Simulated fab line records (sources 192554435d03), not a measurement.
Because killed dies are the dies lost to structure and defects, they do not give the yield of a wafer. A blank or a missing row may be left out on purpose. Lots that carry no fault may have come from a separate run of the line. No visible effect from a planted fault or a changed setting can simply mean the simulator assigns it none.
Split-lot experiment || flow n5 finfet || on a route of 1938 steps: 7 lots, 21 wafers read

== ON THE SPLIT ==
At N5_MOL_CONTACT_COAG_EXPOSE_81 (exposes mask VG, defocus 0 nm), the setting dose mj was moved away from the recipe's 59.5 on 8 of the 21 wafers read, by -5.8% to +4.9%. All remaining wafers had this setting at the recipe value.

== FROM THE SPLIT TO THE READING: what the file shows between them, 2 steps ==
- N5_MOL_CONTACT_COAG_PEB_82: peb time 60 s
- N5_MOL_CONTACT_COAG_DEVELOP_83: develop time 30 s

== THE READING ==
cd nm (nm) at N5_MOL_CONTACT_COAG_CD_MEAS_84, where the cd target is 25.1 nm. Fault-free wafers of this fab line usually give 25.04 nm, standard deviation 0.29 nm.

{"wafer": "L077.1", "tool, chamber at the split": "euv scanner-01, 0", "dose mj as run": 61.69, "against the recipe": "+3.7%", "cd nm, nm": 25.94, "against lot-mates on the recipe": "+1.07"}
{"wafer": "L077.2", "tool, chamber at the split": "euv scanner-01, 0", "dose mj as run": 59.5, "against the recipe": "recipe", "cd nm, nm": 24.87, "against lot-mates on the recipe": "-"}
{"wafer": "L077.3", "tool, chamber at the split": "euv scanner-01, 0", "dose mj as run": 61.69, "against the recipe": "+3.7%", "cd nm, nm": 26.33, "against lot-mates on the recipe": "+1.46"}
{"wafer": "L078.3", "tool, chamber at the split": "euv scanner-02, 0", "dose mj as run": 62.26, "against the recipe": "+4.6%", "cd nm, nm": 25.91, "against lot-mates on the recipe": "+1.07"}
{"wafer": "L078.4", "tool, chamber at the split": "euv scanner-02, 0", "dose mj as run": 62.26, "against the recipe": "+4.6%", "cd nm, nm": 25.81, "against lot-mates on the recipe": "+0.97"}
{"wafer": "L078.5", "tool, chamber at the split": "euv scanner-02, 0", "dose mj as run": 59.5, "against the recipe": "recipe", "cd nm, nm": 24.84, "against lot-mates on the recipe": "-"}
{"wafer": "L079.2", "tool, chamber at the split": "euv scanner-01, 0", "dose mj as run": 59.5, "against the recipe": "recipe", "cd nm, nm": 25.07, "against lot-mates on the recipe": "-"}
{"wafer": "L079.4", "tool, chamber at the split": "euv scanner-01, 0", "dose mj as run": 59.5, "against the recipe": "recipe", "cd nm, nm": 24.71, "against lot-mates on the recipe": "-"}
{"wafer": "L079.5", "tool, chamber at the split": "euv scanner-01, 0", "dose mj as run": 60.82, "against the recipe": "+2.2%", "cd nm, nm": 24.93, "against lot-mates on the recipe": "+0.04"}
{"wafer": "L080.3", "tool, chamber at the split": "euv scanner-02, 0", "dose mj as run": 59.5, "against the recipe": "recipe", "cd nm, nm": 25.38, "against lot-mates on the recipe": "-"}
{"wafer": "L080.4", "tool, chamber at the split": "euv scanner-02, 0", "dose mj as run": 56.05, "against the recipe": "-5.8%", "cd nm, nm": 23.89, "against lot-mates on the recipe": -1.49}
{"wafer": "L080.5", "tool, chamber at the split": "euv scanner-02, 0", "dose mj as run": 56.05, "against the recipe": "-5.8%", "cd nm, nm": 23.73, "against lot-mates on the recipe": -1.65}
{"wafer": "L091.4", "tool, chamber at the split": "euv scanner-02, 0", "dose mj as run": 59.5, "against the recipe": "recipe", "cd nm, nm": 25.14, "against lot-mates on the recipe": "-"}
{"wafer": "L091.5", "tool, chamber at the split": "euv scanner-02, 0", "dose mj as run": 62.42, "against the recipe": "+4.9%", "cd nm, nm": 25.71, "against lot-mates on the recipe": "+0.66"}
{"wafer": "L091.6", "tool, chamber at the split": "euv scanner-02, 0", "dose mj as run": 59.5, "against the recipe": "recipe", "cd nm, nm": 24.95, "against lot-mates on the recipe": "-"}
{"wafer": "L094.2", "tool, chamber at the split": "euv scanner-01, 0", "dose mj as run": 59.5, "against the recipe": "recipe", "cd nm, nm": 24.65, "against lot-mates on the recipe": "-"}
{"wafer": "L094.3", "tool, chamber at the split": "euv scanner-01, 0", "dose mj as run": 59.5, "against the recipe": "recipe", "cd nm, nm": 24.17, "against lot-mates on the recipe": "-"}
{"wafer": "L094.4", "tool, chamber at the split": "euv scanner-01, 0", "dose mj as run": 59.5, "against the recipe": "recipe", "cd nm, nm": 24.68, "against lot-mates on the recipe": "-"}
{"wafer": "L095.2", "tool, chamber at the split": "euv scanner-01, 0", "dose mj as run": 59.5, "against the recipe": "recipe", "cd nm, nm": 25.56, "against lot-mates on the recipe": "-"}
{"wafer": "L095.3", "tool, chamber at the split": "euv scanner-01, 0", "dose mj as run": 59.5, "against the recipe": "recipe", "cd nm, nm": 25.51, "against lot-mates on the recipe": "-"}
{"wafer": "L095.5", "tool, chamber at the split": "euv scanner-01, 0", "dose mj as run": 59.5, "against the recipe": "recipe", "cd nm, nm": 25.01, "against lot-mates on the recipe": "-"}

FIT RESULTS
A straight line over all 21 wafers: cd nm changes by +0.204 nm for each +1% of dose mj; r = +0.85; the points scatter about the line by 0.36 nm.
The same after taking each lot's own level away (the mean of its wafers on the recipe; 21 wafers): +0.245 nm for each +1%; r = +0.94; scatter 0.27 nm.
Per that fit: largest dose mj move, reading shift of 1.4 nm.
Across the lots, their own levels run from 24.500 to 25.380 nm, a range of 3.0 times the standard deviation given above.
So the slope is not independent of the lot-to-lot level: the two fits are not the same.
Check: -1.45 nm against its lot-mates is what the line predicts for one of the wafers moved furthest among these (-5.8%) when that wafer is left out of the fit. Against them it came out at -1.49 nm.

== THE OTHER SPLITS THESE WAFERS WENT THROUGH ==
Other splits were also applied to these wafers ahead of the reading. Each is held against what the fit with the lots' levels taken away leaves over:
{"other split on the same wafers": "N5_HKMG_FIN_HK_ALD_01 ald cycles", "wafers away from the commonest value": 8, "r with cd nm (lot level and that fit taken away)": -0.24}
{"other split on the same wafers": "N5_GATE_CUT_ETCH_58 bias w", "wafers away from the commonest value": 10, "r with cd nm (lot level and that fit taken away)": "+0.17"}
{"other split on the same wafers": "N5_GATE_CUT_COAT_27 spin rpm", "wafers away from the commonest value": 3, "r with cd nm (lot level and that fit taken away)": "+0.49"}
{"other split on the same wafers": "N5_MOL_CONTACT_COAG_SPUTTER_143 target thk a", "wafers away from the commonest value": 5, "r with cd nm (lot level and that fit taken away)": -0.27}
{"other split on the same wafers": "N5_MOL_CONTACT_COAG_PECVD_31 time s", "wafers away from the commonest value": 8, "r with cd nm (lot level and that fit taken away)": -0.16}

== THE FILE'S OWN FIT ==
cd nm changes by +0.224 nm for each +1% of dose mj, r = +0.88.
